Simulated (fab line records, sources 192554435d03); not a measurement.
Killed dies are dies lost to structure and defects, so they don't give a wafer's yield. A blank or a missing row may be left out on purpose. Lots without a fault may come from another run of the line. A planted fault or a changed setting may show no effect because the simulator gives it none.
Split-lot experiment | flow n5_finfet | 7 lots, 21 wafers read, on a route of 1938 steps

THE SPLIT
At N5_GATE_CUT_EXPOSE_10 (exposes mask GATE CUT, target cd 20 nm), the setting dose_mj was moved away from the recipe's 43.25 on 10 of the 21 wafers read, by -5.7% to +4.5%. The other wafers ran this setting at the recipe's value.

FROM THE SPLIT TO THE READING: what the file shows between them, 2 steps
- N5_GATE_CUT_PEB_11: peb time 60 s
- N5_GATE_CUT_DEVELOP_12: develop time 30 s

THE READING
cd_nm, in nm, at N5_GATE_CUT_CD_MEAS_13 (target cd 20 nm). Fault-free wafers of this fab line usually give 20.07 nm, standard deviation 0.28 nm.

wafer  | tool, chamber at the split | dose_mj as run | against the recipe | cd_nm, nm | against lot-mates on the recipe
L076.2 | euv_scanner-02, 0          | 43.25          | recipe             | 20.04     | -
L076.4 | euv_scanner-02, 0          | 43.25          | recipe             | 19.83     | -
L076.6 | euv_scanner-02, 0          | 43.25          | recipe             | 19.64     | -
L077.1 | euv_scanner-02, 0          | 43.25          | recipe             | 19.96     | -
L077.2 | euv_scanner-02, 0          | 43.25          | recipe             | 20.55     | -
L077.3 | euv_scanner-02, 0          | 41.71          | -3.6%              | 19.57     | -0.69
L080.2 | euv_scanner-02, 0          | 40.77          | -5.7%              | 18.93     | -1.30
L080.4 | euv_scanner-02, 0          | 40.77          | -5.7%              | 18.60     | -1.63
L080.5 | euv_scanner-02, 0          | 43.25          | recipe             | 20.23     | -
L090.3 | euv_scanner-02, 0          | 44.87          | +3.7%              | 20.56     | +0.29
L090.4 | euv_scanner-02, 0          | 43.25          | recipe             | 20.26     | -
L090.6 | euv_scanner-02, 0          | 43.25          | recipe             | 20.27     | -
L093.1 | euv_scanner-01, 0          | 43.25          | recipe             | 20.41     | -
L093.4 | euv_scanner-01, 0          | 44.57          | +3.1%              | 20.83     | +0.64
L093.5 | euv_scanner-01, 0          | 43.25          | recipe             | 19.96     | -
L094.1 | euv_scanner-01, 0          | 41.93          | -3.1%              | 19.34     | -0.57
L094.3 | euv_scanner-01, 0          | 43.25          | recipe             | 19.91     | -
L094.5 | euv_scanner-01, 0          | 41.93          | -3.1%              | 18.98     | -0.93
L097.2 | euv_scanner-01, 0          | 45.21          | +4.5%              | 20.93     | no lot-mate on the recipe
L097.3 | euv_scanner-01, 0          | 45.21          | +4.5%              | 20.56     | no lot-mate on the recipe
L097.4 | euv_scanner-01, 0          | 45.21          | +4.5%              | 20.56     | no lot-mate on the recipe

THE FIT
A straight line over all 21 wafers: cd_nm changes by +0.191 nm for each +1% of dose_mj; r = +0.91; the points scatter about the line by 0.28 nm.
The same after taking each lot's own level away (the mean of its wafers on the recipe; 18 wafers): +0.216 nm for each +1%; r = +0.93; scatter 0.22 nm.
On that fit, the largest move of dose_mj shifts the reading by 1.2 nm.
The lots' own levels span 19.837 to 20.265 nm, that is 1.5 times the standard deviation above.
So the lot-to-lot level changes the slope: the two fits differ.
Check: with one of the wafers moved furthest among these (-5.7%) left out of the fit, the line predicts -1.3 nm for it against its lot-mates. It came out at -1.3 nm against them.

THE WHOLE CHAIN: every reading that the file lists as answering this split, in the file's order
step                   | what it does                                         | reading                                                         | change (the file's fit)               | r (the file's)
N5_GATE_CUT_CD_MEAS_13 | target cd 20 nm                                      | cd_nm                                                           | +0.207 nm for each +1% of the setting | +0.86
N5_GATE_CUT_DESCUM_18  | chemistry O2, time 7 s                               | GATE_CUT.cd_nm (the simulator's own value, which no gauge read) | +0.235 nm for each +1% of the setting | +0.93
N5_GATE_CUT_ETCH_36    | etches SiARC in CF4, target depth 13 nm, time 21.7 s | GATE_CUT.cd_nm (the simulator's own value, which no gauge read) | +0.242 nm for each +1% of the setting | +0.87

THE FILE'S OWN FIT
cd_nm changes by +0.207 nm for each +1% of dose_mj, r = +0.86.
